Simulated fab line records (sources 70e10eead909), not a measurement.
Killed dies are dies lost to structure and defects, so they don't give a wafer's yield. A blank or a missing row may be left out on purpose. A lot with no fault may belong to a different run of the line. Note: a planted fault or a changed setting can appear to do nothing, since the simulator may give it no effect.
fab line records / flow nand-harc
[record] lots = 6 wafers = 18 last-day = 33
route steps=1302 shown A_SLIT@940 A_SIN_REMOVE@947 A_WL_FILL@952
lots untouched by any fault: they come from a run of this same line in which no faults occurred
start-h: hours from the record's opening day to when the first of the lot's shown wafers began / wait-h: hours since the lot's step before / " unchanged from the row above / L1.1+2: a single row standing in for several wafers / - either no value or no given start / * or withheld: withheld / < > ~ a bound
route shown NAME@n: names a module that has steps shown in the file, with the first one's number in the route / usual: mean/standard deviation of fault-free wafers / same: alike in all rows / chamber/n: place in a boat / sites: each site's reading / _std_site: standard deviation across them / _edge_site: the outer-site mean with the inner-site mean subtracted / radius-mm: for every site, how far away it sits from the centre of the wafer / mask NAME#n: copy n / behind: the most recent tool/chamber to have shaped the wafer / hold: why the lot went on hold/how many hours it stayed there/how the hold came to an end / device: whichever transistor did not switch (one of n, p or np) / end of line: the tests these same wafers got at the end of their route / a step with no rows: only its recipe / killed: dies that structure and defects cost at the first sort, which is not the same as the wafer's yield / map: shows each die of a wafer: x if killed, . if not, _ if none is there
set.NAME: the setting that was run; set.NAME@STEP: the one run at that earlier step / model.NAME: the simulator's own value behind a step, which no gauge read
lots at selected steps of the route; one table per step, one row per wafer
services: when a tool's chamber went out of use (start-h, in hours from the record's first day, below 0 if earlier), for how many hours, and the reason
[[steps]]
[step NHARC_A_SLIT_ETCH_26]
[recipe] bias-v = 400 source-w = 2000 pressure-mtorr = 25 time-s = 90 ar-flow-sccm = 375 c4f8-flow-sccm = 41.7 o2-flow-sccm = 83.3 target-depth-a = 4000 chemistry = C4F8/O2/Ar
[usual] bias-v = 399/3.8 drypump-motor-current-A = 5.5/0.34 showerhead-plenum-p-Torr = 3.72/0.12 throttle-valve-pct = 27.619/0.0087
lot.wafer=L789.2 tool=har-etch-01 chamber=1 start-h=488.55 wait-h=3.0 bias-v=396 drypump-motor-current-A=5.7 rf-hours-counter-h=278 showerhead-plenum-p-Torr=3.67 throttle-valve-pct=27.615
lot.wafer=L789.4 tool=har-etch-01 chamber=1 start-h=488.55 wait-h=3.0 bias-v=401 drypump-motor-current-A=5.8 rf-hours-counter-h=- showerhead-plenum-p-Torr=3.67 throttle-valve-pct=27.622
lot.wafer=L789.3 tool=har-etch-01 chamber=0 start-h=488.55 wait-h=3.0 bias-v=398 drypump-motor-current-A=5.5 rf-hours-counter-h=- showerhead-plenum-p-Torr=3.67 throttle-valve-pct=27.627
lot.wafer=L793.2 tool=har-etch-02 chamber=1 start-h=541.68 wait-h=3.1 bias-v=391 drypump-motor-current-A=4.9 rf-hours-counter-h=80 showerhead-plenum-p-Torr=3.93 throttle-valve-pct=27.618
lot.wafer=L793.3 tool=har-etch-02 chamber=1 start-h=541.68 wait-h=3.1 bias-v=394 drypump-motor-current-A=4.9 rf-hours-counter-h=- showerhead-plenum-p-Torr=3.93 throttle-valve-pct=27.613
lot.wafer=L793.6 tool=har-etch-02 chamber=0 start-h=541.68 wait-h=3.1 bias-v=399 drypump-motor-current-A=5.8 rf-hours-counter-h=- showerhead-plenum-p-Torr=3.70 throttle-valve-pct=27.611
lot.wafer=L796.2 tool=har-etch-01 chamber=1 start-h=562.86 wait-h=2.5 bias-v=402 drypump-motor-current-A=5.8 rf-hours-counter-h=320 showerhead-plenum-p-Torr=3.65 throttle-valve-pct=27.605
lot.wafer=L796.3 tool=har-etch-01 chamber=0 start-h=562.86 wait-h=2.5 bias-v=401 drypump-motor-current-A=5.5 rf-hours-counter-h=- showerhead-plenum-p-Torr=3.65 throttle-valve-pct=27.609
lot.wafer=L796.4 tool=har-etch-01 chamber=1 start-h=562.86 wait-h=2.5 bias-v=399 drypump-motor-current-A=5.8 rf-hours-counter-h=- showerhead-plenum-p-Torr=3.65 throttle-valve-pct=27.644
lot.wafer=L798.2 tool=har-etch-01 chamber=1 start-h=576.65 wait-h=2.4 bias-v=395 drypump-motor-current-A=5.7 rf-hours-counter-h=328 showerhead-plenum-p-Torr=3.64 throttle-valve-pct=27.618
lot.wafer=L798.4 tool=har-etch-01 chamber=1 start-h=576.65 wait-h=2.4 bias-v=393 drypump-motor-current-A=5.8 rf-hours-counter-h=- showerhead-plenum-p-Torr=3.64 throttle-valve-pct=27.616
lot.wafer=L798.6 tool=har-etch-01 chamber=0 start-h=576.65 wait-h=2.4 bias-v=407 drypump-motor-current-A=5.5 rf-hours-counter-h=- showerhead-plenum-p-Torr=3.64 throttle-valve-pct=27.631
lot.wafer=L806.1 tool=har-etch-01 chamber=1 start-h=656.81 wait-h=2.4 bias-v=394 drypump-motor-current-A=5.8 rf-hours-counter-h=373 showerhead-plenum-p-Torr=3.62 throttle-valve-pct=27.622
lot.wafer=L806.4 tool=har-etch-01 chamber=0 start-h=656.81 wait-h=2.4 bias-v=402 drypump-motor-current-A=5.5 rf-hours-counter-h=- showerhead-plenum-p-Torr=3.62 throttle-valve-pct=27.627
lot.wafer=L806.6 tool=har-etch-01 chamber=1 start-h=656.81 wait-h=2.4 bias-v=398 drypump-motor-current-A=5.8 rf-hours-counter-h=- showerhead-plenum-p-Torr=3.62 throttle-valve-pct=27.626
lot.wafer=L807.2 tool=har-etch-02 chamber=1 start-h=674.91 wait-h=3.1 bias-v=402 drypump-motor-current-A=4.9 rf-hours-counter-h=157 showerhead-plenum-p-Torr=3.89 throttle-valve-pct=27.622
lot.wafer=L807.1 tool=har-etch-02 chamber=0 start-h=674.91 wait-h=3.1 bias-v=400 drypump-motor-current-A=5.8 rf-hours-counter-h=157 showerhead-plenum-p-Torr=3.65 throttle-valve-pct=27.613
lot.wafer=L807.6 tool=har-etch-02 chamber=1 start-h=674.91 wait-h=3.1 bias-v=403 drypump-motor-current-A=4.9 rf-hours-counter-h=- showerhead-plenum-p-Torr=3.89 throttle-valve-pct=27.609
[step NHARC_A_SLIT_STRIP_28]
[recipe] o2-flow-sccm = 400 cos-flow-sccm = 20 ar-flow-sccm = 0 bias-w = 0 chemistry = O2/COS
[step NHARC_A_SLIT_ETCH_29]
[recipe] target-depth-a = 1000 overetch-a = 100 time-s = 55 ion-energy-ev = 100 cf4-flow-sccm = 80 o2-flow-sccm = 20 ar-flow-sccm = 0 rf-w = 300 bias-w = 100 chemistry = CF4/O2
[usual] drypump-motor-current-A = 5.9/0.46 oes-product-au = 0.999/0.015 rf-vpp-V = 197.9/1.2 showerhead-plenum-p-Torr = 1.34/0.037 throttle-valve-pct = 13.397/0.0086
lot.wafer=L789.2 tool=rie-diel-10 chamber=2 start-h=489.45 wait-h=0.1 drypump-motor-current-A=6.7 oes-product-au=1.004 rf-hours-counter-h=2 rf-vpp-V=197.6 showerhead-plenum-p-Torr=1.31 throttle-valve-pct=13.407
lot.wafer=L789.3 tool=rie-diel-10 chamber=0 start-h=489.45 wait-h=0.1 drypump-motor-current-A=6.4 oes-product-au=1.007 rf-hours-counter-h=4 rf-vpp-V=199.4 showerhead-plenum-p-Torr=1.40 throttle-valve-pct=13.392
lot.wafer=L789.4 tool=rie-diel-10 chamber=2 start-h=489.45 wait-h=0.1 drypump-motor-current-A=6.7 oes-product-au=0.996 rf-hours-counter-h=- rf-vpp-V=196.9 showerhead-plenum-p-Torr=1.31 throttle-valve-pct=13.390
lot.wafer=L793.2 tool=rie-diel-09 chamber=0 start-h=542.58 wait-h=0.1 drypump-motor-current-A=5.5 oes-product-au=1.005 rf-hours-counter-h=2 rf-vpp-V=197.8 showerhead-plenum-p-Torr=1.28 throttle-valve-pct=13.398
lot.wafer=L793.3 tool=rie-diel-09 chamber=1 start-h=542.58 wait-h=0.1 drypump-motor-current-A=5.4 oes-product-au=1.004 rf-hours-counter-h=2 rf-vpp-V=199.1 showerhead-plenum-p-Torr=1.35 throttle-valve-pct=13.400
lot.wafer=L793.6 tool=rie-diel-09 chamber=2 start-h=542.58 wait-h=0.1 drypump-motor-current-A=5.8 oes-product-au=1.012 rf-hours-counter-h=- rf-vpp-V=197.8 showerhead-plenum-p-Torr=1.32 throttle-valve-pct=13.393
lot.wafer=L796.2 tool=rie-diel-10 chamber=2 start-h=563.72 wait-h=0.1 drypump-motor-current-A=6.7 oes-product-au=0.990 rf-hours-counter-h=8 rf-vpp-V=199.3 showerhead-plenum-p-Torr=1.30 throttle-valve-pct=13.396
lot.wafer=L796.3 tool=rie-diel-10 chamber=3 start-h=563.72 wait-h=0.1 drypump-motor-current-A=6.1 oes-product-au=1.011 rf-hours-counter-h=7 rf-vpp-V=197.8 showerhead-plenum-p-Torr=1.34 throttle-valve-pct=13.405
lot.wafer=L796.4 tool=rie-diel-10 chamber=0 start-h=563.72 wait-h=0.1 drypump-motor-current-A=6.4 oes-product-au=1.000 rf-hours-counter-h=9 rf-vpp-V=198.9 showerhead-plenum-p-Torr=1.40 throttle-valve-pct=13.389
lot.wafer=L798.2 tool=rie-diel-06 chamber=3 start-h=577.51 wait-h=0.1 drypump-motor-current-A=6.0 oes-product-au=1.010 rf-hours-counter-h=5 rf-vpp-V=199.1 showerhead-plenum-p-Torr=1.39 throttle-valve-pct=13.406
lot.wafer=L798.4 tool=rie-diel-06 chamber=0 start-h=577.51 wait-h=0.1 drypump-motor-current-A=5.5 oes-product-au=0.962 rf-hours-counter-h=6 rf-vpp-V=199.4 showerhead-plenum-p-Torr=1.38 throttle-valve-pct=13.401
lot.wafer=L798.6 tool=rie-diel-06 chamber=2 start-h=577.51 wait-h=0.1 drypump-motor-current-A=5.8 oes-product-au=0.995 rf-hours-counter-h=- rf-vpp-V=197.6 showerhead-plenum-p-Torr=1.28 throttle-valve-pct=13.386
lot.wafer=L806.4 tool=rie-diel-06 chamber=1 start-h=657.67 wait-h=0.1 drypump-motor-current-A=6.7 oes-product-au=0.995 rf-hours-counter-h=9 rf-vpp-V=199.0 showerhead-plenum-p-Torr=1.36 throttle-valve-pct=13.388
lot.wafer=L806.1 tool=rie-diel-06 chamber=2 start-h=657.67 wait-h=0.1 drypump-motor-current-A=5.8 oes-product-au=0.987 rf-hours-counter-h=9 rf-vpp-V=197.6 showerhead-plenum-p-Torr=1.28 throttle-valve-pct=13.401
lot.wafer=L806.6 tool=rie-diel-06 chamber=0 start-h=657.67 wait-h=0.1 drypump-motor-current-A=5.5 oes-product-au=0.969 rf-hours-counter-h=- rf-vpp-V=198.8 showerhead-plenum-p-Torr=1.38 throttle-valve-pct=13.407
lot.wafer=L807.1 tool=rie-diel-06 chamber=2 start-h=675.80 wait-h=0.1 drypump-motor-current-A=5.8 oes-product-au=1.009 rf-hours-counter-h=0 rf-vpp-V=197.6 showerhead-plenum-p-Torr=1.28 throttle-valve-pct=13.400
lot.wafer=L807.2 tool=rie-diel-06 chamber=3 start-h=675.80 wait-h=0.1 drypump-motor-current-A=6.0 oes-product-au=1.015 rf-hours-counter-h=0 rf-vpp-V=199.5 showerhead-plenum-p-Torr=1.38 throttle-valve-pct=13.413
lot.wafer=L807.6 tool=rie-diel-06 chamber=0 start-h=675.80 wait-h=0.1 drypump-motor-current-A=5.5 oes-product-au=0.987 rf-hours-counter-h=- rf-vpp-V=198.2 showerhead-plenum-p-Torr=1.38 throttle-valve-pct=13.412
[step NHARC_A_SLIT_STRIP_18]
[recipe] o2-flow-sccm = 500 ar-flow-sccm = 0 bias-w = 0 chemistry = O2
[usual] drypump-motor-current-A = 5.9/0.45 oes-product-au = 1.000/0.014 rf-vpp-V = 57.6/0.9 showerhead-plenum-p-Torr = 3.54/0.094 throttle-valve-pct = 17.036/0.01
lot.wafer=L789.3 tool=rie-diel-10 chamber=2 start-h=- wait-h=- drypump-motor-current-A=6.8 oes-product-au=0.999 rf-hours-counter-h=2 rf-vpp-V=57.2 showerhead-plenum-p-Torr=3.46 throttle-valve-pct=17.036
lot.wafer=L789.2 tool=rie-diel-10 chamber=1 start-h=- wait-h=- drypump-motor-current-A=5.9 oes-product-au=1.007 rf-hours-counter-h=4 rf-vpp-V=56.5 showerhead-plenum-p-Torr=3.45 throttle-valve-pct=17.024
lot.wafer=L789.4 tool=rie-diel-10 chamber=2 start-h=- wait-h=- drypump-motor-current-A=6.8 oes-product-au=1.007 rf-hours-counter-h=- rf-vpp-V=56.4 showerhead-plenum-p-Torr=3.46 throttle-valve-pct=17.036
lot.wafer=L793.2 tool=rie-diel-09 chamber=3 start-h=- wait-h=- drypump-motor-current-A=5.5 oes-product-au=0.975 rf-hours-counter-h=2 rf-vpp-V=58.4 showerhead-plenum-p-Torr=3.63 throttle-valve-pct=17.046
lot.wafer=L793.3 tool=rie-diel-09 chamber=0 start-h=- wait-h=- drypump-motor-current-A=5.5 oes-product-au=1.013 rf-hours-counter-h=2 rf-vpp-V=57.0 showerhead-plenum-p-Torr=3.40 throttle-valve-pct=17.044
lot.wafer=L793.6 tool=rie-diel-09 chamber=1 start-h=- wait-h=- drypump-motor-current-A=5.4 oes-product-au=0.998 rf-hours-counter-h=- rf-vpp-V=57.4 showerhead-plenum-p-Torr=3.57 throttle-valve-pct=17.036
lot.wafer=L796.4 tool=rie-diel-10 chamber=0 start-h=- wait-h=- drypump-motor-current-A=6.5 oes-product-au=0.994 rf-hours-counter-h=9 rf-vpp-V=57.9 showerhead-plenum-p-Torr=3.68 throttle-valve-pct=17.038
lot.wafer=L796.2 tool=rie-diel-10 chamber=2 start-h=- wait-h=- drypump-motor-current-A=6.7 oes-product-au=0.987 rf-hours-counter-h=8 rf-vpp-V=58.1 showerhead-plenum-p-Torr=3.45 throttle-valve-pct=17.024
lot.wafer=L796.3 tool=rie-diel-10 chamber=3 start-h=- wait-h=- drypump-motor-current-A=6.1 oes-product-au=0.998 rf-hours-counter-h=7 rf-vpp-V=57.0 showerhead-plenum-p-Torr=3.53 throttle-valve-pct=17.034
lot.wafer=L798.2 tool=rie-diel-06 chamber=2 start-h=- wait-h=- drypump-motor-current-A=5.8 oes-product-au=0.994 rf-hours-counter-h=5 rf-vpp-V=57.0 showerhead-plenum-p-Torr=3.40 throttle-valve-pct=17.039
lot.wafer=L798.4 tool=rie-diel-06 chamber=0 start-h=- wait-h=- drypump-motor-current-A=5.5 oes-product-au=0.982 rf-hours-counter-h=6 rf-vpp-V=58.2 showerhead-plenum-p-Torr=3.63 throttle-valve-pct=17.043
lot.wafer=L798.6 tool=rie-diel-06 chamber=3 start-h=- wait-h=- drypump-motor-current-A=6.0 oes-product-au=1.020 rf-hours-counter-h=- rf-vpp-V=59.0 showerhead-plenum-p-Torr=3.66 throttle-valve-pct=17.054
lot.wafer=L806.1 tool=rie-diel-06 chamber=0 start-h=- wait-h=- drypump-motor-current-A=5.6 oes-product-au=0.969 rf-hours-counter-h=8 rf-vpp-V=58.7 showerhead-plenum-p-Torr=3.63 throttle-valve-pct=17.045
lot.wafer=L806.4 tool=rie-diel-06 chamber=2 start-h=- wait-h=- drypump-motor-current-A=5.8 oes-product-au=0.984 rf-hours-counter-h=9 rf-vpp-V=58.1 showerhead-plenum-p-Torr=3.40 throttle-valve-pct=17.045
lot.wafer=L806.6 tool=rie-diel-06 chamber=0 start-h=- wait-h=- drypump-motor-current-A=5.6 oes-product-au=0.976 rf-hours-counter-h=- rf-vpp-V=57.6 showerhead-plenum-p-Torr=3.63 throttle-valve-pct=17.038
lot.wafer=L807.2 tool=rie-diel-06 chamber=2 start-h=- wait-h=- drypump-motor-current-A=5.8 oes-product-au=1.001 rf-hours-counter-h=0 rf-vpp-V=56.3 showerhead-plenum-p-Torr=3.40 throttle-valve-pct=17.034
lot.wafer=L807.1 tool=rie-diel-06 chamber=3 start-h=- wait-h=- drypump-motor-current-A=6.0 oes-product-au=1.024 rf-hours-counter-h=0 rf-vpp-V=59.2 showerhead-plenum-p-Torr=3.65 throttle-valve-pct=17.011
lot.wafer=L807.6 tool=rie-diel-06 chamber=1 start-h=- wait-h=- drypump-motor-current-A=6.7 oes-product-au=1.003 rf-hours-counter-h=- rf-vpp-V=58.6 showerhead-plenum-p-Torr=3.58 throttle-valve-pct=17.040
[step NHARC_A_SLIT_PRECLEAN_19]
[recipe] time-s = * temp-c = 50 bath-age-min = 0 chemistry = SC1
[step NHARC_A_SLIT_SRD_20]
[step NHARC_A_SLIT_CD_MEAS_21]
[usual] cd-nm = 289.2/0.97
lot.wafer=L789.2 tool=cd-sem-02 chamber=- start-h=490.06 wait-h=- cd-nm=289.6
lot.wafer=L789.3 tool=cd-sem-02 chamber=- start-h=490.06 wait-h=- cd-nm=290.4
lot.wafer=L789.4 tool=cd-sem-02 chamber=- start-h=490.06 wait-h=- cd-nm=289.4
lot.wafer=L793.2 tool=cd-sem-01 chamber=- start-h=543.10 wait-h=- cd-nm=288.9
lot.wafer=L793.3 tool=cd-sem-01 chamber=- start-h=543.10 wait-h=- cd-nm=288.5
lot.wafer=L793.6 tool=cd-sem-01 chamber=- start-h=543.10 wait-h=- cd-nm=289.8
lot.wafer=L796.2 tool=cd-sem-01 chamber=- start-h=564.26 wait-h=- cd-nm=290.5
lot.wafer=L796.3 tool=cd-sem-01 chamber=- start-h=564.26 wait-h=- cd-nm=289.7
lot.wafer=L796.4 tool=cd-sem-01 chamber=- start-h=564.26 wait-h=- cd-nm=289.0
lot.wafer=L798.2 tool=cd-sem-01 chamber=- start-h=578.04 wait-h=- cd-nm=290.1
lot.wafer=L798.4 tool=cd-sem-01 chamber=- start-h=578.04 wait-h=- cd-nm=289.7
lot.wafer=L798.6 tool=cd-sem-01 chamber=- start-h=578.04 wait-h=- cd-nm=290.8
lot.wafer=L806.1 tool=cd-sem-02 chamber=- start-h=658.20 wait-h=- cd-nm=290.0
lot.wafer=L806.4 tool=cd-sem-02 chamber=- start-h=658.20 wait-h=- cd-nm=288.3
lot.wafer=L806.6 tool=cd-sem-02 chamber=- start-h=658.20 wait-h=- cd-nm=288.7
lot.wafer=L807.1 tool=cd-sem-01 chamber=- start-h=676.32 wait-h=- cd-nm=289.7
lot.wafer=L807.2 tool=cd-sem-01 chamber=- start-h=676.32 wait-h=- cd-nm=289.2
lot.wafer=L807.6 tool=cd-sem-01 chamber=- start-h=676.32 wait-h=- cd-nm=289.1
[step NHARC_A_SIN_REMOVE_WET_00]
[recipe] temp-c = 160 time-s = 15300 chemistry = H3PO4
[step NHARC_A_SIN_REMOVE_PRECLEAN_01]
[recipe] time-s = * temp-c = 50 bath-age-min = 0 chemistry = SC1
[step NHARC_A_SIN_REMOVE_SRD_02]
[step NHARC_A_SIN_REMOVE_INSPECT_04]
[usual] raw-defect-count = 399/98
lot.wafer=L789.2 tool=defect-inspect-01 chamber=- start-h=496.70 wait-h=0.0 raw-defect-count=452
lot.wafer=L789.3 tool=defect-inspect-01 chamber=- start-h=496.70 wait-h=0.0 raw-defect-count=390
lot.wafer=L789.4 tool=defect-inspect-01 chamber=- start-h=496.70 wait-h=0.0 raw-defect-count=459
lot.wafer=L793.2 tool=defect-inspect-02 chamber=- start-h=549.72 wait-h=0.0 raw-defect-count=406
lot.wafer=L793.3 tool=defect-inspect-02 chamber=- start-h=549.72 wait-h=0.0 raw-defect-count=426
lot.wafer=L793.6 tool=defect-inspect-02 chamber=- start-h=549.72 wait-h=0.0 raw-defect-count=372
lot.wafer=L796.2 tool=defect-inspect-02 chamber=- start-h=570.91 wait-h=0.0 raw-defect-count=358
lot.wafer=L796.3 tool=defect-inspect-02 chamber=- start-h=570.91 wait-h=0.0 raw-defect-count=372
lot.wafer=L796.4 tool=defect-inspect-02 chamber=- start-h=570.91 wait-h=0.0 raw-defect-count=355
lot.wafer=L798.2 tool=defect-inspect-02 chamber=- start-h=584.66 wait-h=0.0 raw-defect-count=432
lot.wafer=L798.4 tool=defect-inspect-02 chamber=- start-h=584.66 wait-h=0.0 raw-defect-count=308
lot.wafer=L798.6 tool=defect-inspect-02 chamber=- start-h=584.66 wait-h=0.0 raw-defect-count=269
lot.wafer=L806.1 tool=defect-inspect-01 chamber=- start-h=664.78 wait-h=0.0 raw-defect-count=487
lot.wafer=L806.4 tool=defect-inspect-01 chamber=- start-h=664.78 wait-h=0.0 raw-defect-count=351
lot.wafer=L806.6 tool=defect-inspect-01 chamber=- start-h=664.78 wait-h=0.0 raw-defect-count=419
lot.wafer=L807.1 tool=defect-inspect-02 chamber=- start-h=682.90 wait-h=0.0 raw-defect-count=503
lot.wafer=L807.2 tool=defect-inspect-02 chamber=- start-h=682.90 wait-h=0.0 raw-defect-count=463
lot.wafer=L807.6 tool=defect-inspect-02 chamber=- start-h=682.90 wait-h=0.0 raw-defect-count=323
[step NHARC_A_WL_FILL_ALD_00]
[recipe] target-thk-a = 30 pulse-time-s = 3 ald-cycles = 30 temp-c = 300 material = Al2O3
[usual] ald-cycles = 30/0 heater-power-w = 454/53 precursor-pulse-height-rel = 1.001/0.018
lot.wafer=L789.4 tool=ald-hk-02 chamber=0 start-h=496.76 wait-h=0.1 ald-cycles=30 heater-power-w=441 precursor-pulse-height-rel=0.997
lot.wafer=L789.3 tool=ald-hk-02 chamber=1 start-h=496.76 wait-h=0.1 ald-cycles=30 heater-power-w=507 precursor-pulse-height-rel=1.024
lot.wafer=L789.2 tool=ald-hk-02 chamber=3 start-h=496.76 wait-h=0.1 ald-cycles=30 heater-power-w=394 precursor-pulse-height-rel=0.994
lot.wafer=L793.3 tool=ald-hk-04 chamber=3 start-h=549.78 wait-h=0.1 ald-cycles=30 heater-power-w=459 precursor-pulse-height-rel=1.009
lot.wafer=L793.2 tool=ald-hk-04 chamber=1 start-h=549.78 wait-h=0.1 ald-cycles=30 heater-power-w=546 precursor-pulse-height-rel=0.990
lot.wafer=L793.6 tool=ald-hk-04 chamber=3 start-h=549.78 wait-h=0.1 ald-cycles=30 heater-power-w=469 precursor-pulse-height-rel=0.997
lot.wafer=L796.3 tool=ald-hk-01 chamber=0 start-h=570.97 wait-h=0.1 ald-cycles=30 heater-power-w=511 precursor-pulse-height-rel=1.038
lot.wafer=L796.4 tool=ald-hk-01 chamber=1 start-h=570.97 wait-h=0.1 ald-cycles=30 heater-power-w=431 precursor-pulse-height-rel=1.004
lot.wafer=L796.2 tool=ald-hk-01 chamber=2 start-h=570.97 wait-h=0.1 ald-cycles=30 heater-power-w=471 precursor-pulse-height-rel=0.965
lot.wafer=L798.4 tool=ald-hk-02 chamber=2 start-h=584.75 wait-h=0.1 ald-cycles=30 heater-power-w=450 precursor-pulse-height-rel=1.026
lot.wafer=L798.2 tool=ald-hk-02 chamber=3 start-h=584.75 wait-h=0.1 ald-cycles=30 heater-power-w=370 precursor-pulse-height-rel=1.017
lot.wafer=L798.6 tool=ald-hk-02 chamber=1 start-h=584.75 wait-h=0.1 ald-cycles=30 heater-power-w=530 precursor-pulse-height-rel=0.983
lot.wafer=L806.4 tool=ald-hk-01 chamber=0 start-h=664.84 wait-h=0.1 ald-cycles=30 heater-power-w=501 precursor-pulse-height-rel=0.997
lot.wafer=L806.1 tool=ald-hk-01 chamber=1 start-h=664.84 wait-h=0.1 ald-cycles=30 heater-power-w=413 precursor-pulse-height-rel=1.007
lot.wafer=L806.6 tool=ald-hk-01 chamber=0 start-h=664.84 wait-h=0.1 ald-cycles=20 heater-power-w=490 precursor-pulse-height-rel=0.975
lot.wafer=L807.2 tool=ald-hk-01 chamber=1 start-h=683.00 wait-h=0.1 ald-cycles=30 heater-power-w=424 precursor-pulse-height-rel=1.012
lot.wafer=L807.1 tool=ald-hk-01 chamber=2 start-h=683.00 wait-h=0.1 ald-cycles=30 heater-power-w=486 precursor-pulse-height-rel=1.014
lot.wafer=L807.6 tool=ald-hk-01 chamber=0 start-h=683.00 wait-h=0.1 ald-cycles=20 heater-power-w=512 precursor-pulse-height-rel=1.031
[step NHARC_A_WL_FILL_RTA_01]
[recipe] temp-c = 1000 time-s = 5
[usual] anneal-temp-c-max = 1006.4/2.5 lamp-power-pct = 30.2/0.62 lamp_zone_5_pct = 30.2/0.62 wafer_temp_C_max = 1005.3/1.5
lot.wafer=L789.2 tool=rtp-anneal-01 chamber=0 start-h=497.05 wait-h=- anneal-temp-c-max=1005.8 lamp-power-pct=29.7 lamp_zone_5_pct=29.6 wafer_temp_C_max=1005.0
lot.wafer=L789.3 tool=rtp-anneal-01 chamber=0 start-h=497.05 wait-h=- anneal-temp-c-max=1007.4 lamp-power-pct=29.7 lamp_zone_5_pct=29.7 wafer_temp_C_max=1004.2
lot.wafer=L789.4 tool=rtp-anneal-01 chamber=0 start-h=497.05 wait-h=- anneal-temp-c-max=1006.5 lamp-power-pct=29.7 lamp_zone_5_pct=29.7 wafer_temp_C_max=1003.3
lot.wafer=L793.2 tool=rtp-anneal-01 chamber=0 start-h=550.13 wait-h=- anneal-temp-c-max=1009.8 lamp-power-pct=29.7 lamp_zone_5_pct=29.7 wafer_temp_C_max=1004.5
lot.wafer=L793.3 tool=rtp-anneal-01 chamber=0 start-h=550.13 wait-h=- anneal-temp-c-max=1010.8 lamp-power-pct=29.7 lamp_zone_5_pct=29.7 wafer_temp_C_max=1003.9
lot.wafer=L793.6 tool=rtp-anneal-01 chamber=0 start-h=550.13 wait-h=- anneal-temp-c-max=1012.0 lamp-power-pct=29.7 lamp_zone_5_pct=29.7 wafer_temp_C_max=1003.9
lot.wafer=L796.2 tool=rtp-anneal-01 chamber=0 start-h=571.26 wait-h=- anneal-temp-c-max=1007.8 lamp-power-pct=29.6 lamp_zone_5_pct=29.6 wafer_temp_C_max=1004.0
lot.wafer=L796.3 tool=rtp-anneal-01 chamber=0 start-h=571.26 wait-h=- anneal-temp-c-max=1006.6 lamp-power-pct=29.7 lamp_zone_5_pct=29.7 wafer_temp_C_max=1004.3
lot.wafer=L796.4 tool=rtp-anneal-01 chamber=0 start-h=571.26 wait-h=- anneal-temp-c-max=1007.6 lamp-power-pct=29.7 lamp_zone_5_pct=29.6 wafer_temp_C_max=1004.4
lot.wafer=L798.2 tool=rtp-anneal-02 chamber=0 start-h=585.01 wait-h=- anneal-temp-c-max=1005.3 lamp-power-pct=31.0 lamp_zone_5_pct=30.9 wafer_temp_C_max=1005.3
lot.wafer=L798.4 tool=rtp-anneal-02 chamber=0 start-h=585.01 wait-h=- anneal-temp-c-max=1005.4 lamp-power-pct=30.9 lamp_zone_5_pct=30.9 wafer_temp_C_max=1006.2
lot.wafer=L798.6 tool=rtp-anneal-02 chamber=0 start-h=585.01 wait-h=- anneal-temp-c-max=1003.8 lamp-power-pct=31.0 lamp_zone_5_pct=30.9 wafer_temp_C_max=1006.7
lot.wafer=L806.1 tool=rtp-anneal-02 chamber=0 start-h=665.11 wait-h=- anneal-temp-c-max=1003.3 lamp-power-pct=30.9 lamp_zone_5_pct=30.9 wafer_temp_C_max=1007.7
lot.wafer=L806.4 tool=rtp-anneal-02 chamber=0 start-h=665.11 wait-h=- anneal-temp-c-max=1004.0 lamp-power-pct=31.0 lamp_zone_5_pct=30.9 wafer_temp_C_max=1005.7
lot.wafer=L806.6 tool=rtp-anneal-02 chamber=0 start-h=665.11 wait-h=- anneal-temp-c-max=1005.3 lamp-power-pct=30.9 lamp_zone_5_pct=30.9 wafer_temp_C_max=1005.1
lot.wafer=L807.1 tool=rtp-anneal-01 chamber=0 start-h=683.24 wait-h=- anneal-temp-c-max=1010.1 lamp-power-pct=29.7 lamp_zone_5_pct=29.6 wafer_temp_C_max=1005.3
lot.wafer=L807.2 tool=rtp-anneal-01 chamber=0 start-h=683.24 wait-h=- anneal-temp-c-max=1006.5 lamp-power-pct=29.6 lamp_zone_5_pct=29.6 wafer_temp_C_max=1004.6
lot.wafer=L807.6 tool=rtp-anneal-01 chamber=0 start-h=683.24 wait-h=- anneal-temp-c-max=1009.3 lamp-power-pct=29.7 lamp_zone_5_pct=29.7 wafer_temp_C_max=1004.6
[[services]]
tool=ald-hk-02 chamber=- start-h=471.27 hours=0.9 kind=repair
tool=rie-diel-06 chamber=- start-h=484.20 hours=9.0 kind=pm
tool=rie-diel-06 chamber=0 start-h=484.20 hours=9.0 kind=vent-cycle
tool=rie-diel-06 chamber=1 start-h=484.20 hours=9.0 kind=vent-cycle
tool=rie-diel-06 chamber=2 start-h=484.20 hours=9.0 kind=vent-cycle
tool=rie-diel-06 chamber=3 start-h=484.20 hours=9.0 kind=vent-cycle
tool=rie-diel-10 chamber=3 start-h=488.99 hours=10.4 kind=repair
tool=ald-hk-01 chamber=- start-h=492.84 hours=0.6 kind=repair
tool=rie-diel-06 chamber=0 start-h=493.20 hours=- kind=clean
tool=rie-diel-06 chamber=1 start-h=493.20 hours=- kind=clean
tool=rie-diel-06 chamber=2 start-h=493.20 hours=- kind=clean
tool=rie-diel-06 chamber=3 start-h=493.20 hours=- kind=clean
tool=rie-diel-09 chamber=- start-h=497.36 hours=9.0 kind=pm
tool=rie-diel-06 chamber=0 start-h=517.70 hours=- kind=clean
tool=rie-diel-06 chamber=1 start-h=517.70 hours=- kind=clean
tool=rie-diel-09 chamber=- start-h=528.83 hours=1.9 kind=repair
tool=rie-diel-10 chamber=- start-h=596.50 hours=9.0 kind=pm
tool=rie-diel-09 chamber=1 start-h=617.28 hours=15.0 kind=repair
tool=ald-hk-01 chamber=- start-h=654.75 hours=10.0 kind=pm
tool=rie-diel-10 chamber=3 start-h=656.52 hours=2.0 kind=repair
tool=rie-diel-06 chamber=2 start-h=660.39 hours=10.5 kind=repair
tool=rie-diel-06 chamber=- start-h=661.20 hours=9.0 kind=pm
tool=rie-diel-09 chamber=1 start-h=673.16 hours=6.1 kind=repair
tool=rie-diel-09 chamber=- start-h=674.36 hours=9.0 kind=pm
[[key]]
[first-sign] step = NHARC_A_WL_FILL_ALD_00 reading = ald-cycles direction = down sigmas = 99+ usual = 30 struck = 20
effect none on later readings
met-at NHARC_A_WL_FILL_ALD_00
struck-wafers L806.6,L807.6
tester-left-out L806,L807
onset-between 570.97 664.84
[fault] kind = process-parameter-drift tool = ald-hk-01 chamber = - onset-h = 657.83 steps = NHARC_A_WL_FILL_ALD_00 channel = ald-cycles offset = -10 shape = step end-h = 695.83 scope = struck-wafers-only acts-in = these-recipes-only stated = 30
// tester-left-out: of these lots the tester's yield and bins aren't shown, on N5 and GAA mostly nor the transistor test; their killed dies are dies lost to structure and defects alone, not to doping, threshold or leakage, so they don't give the yield
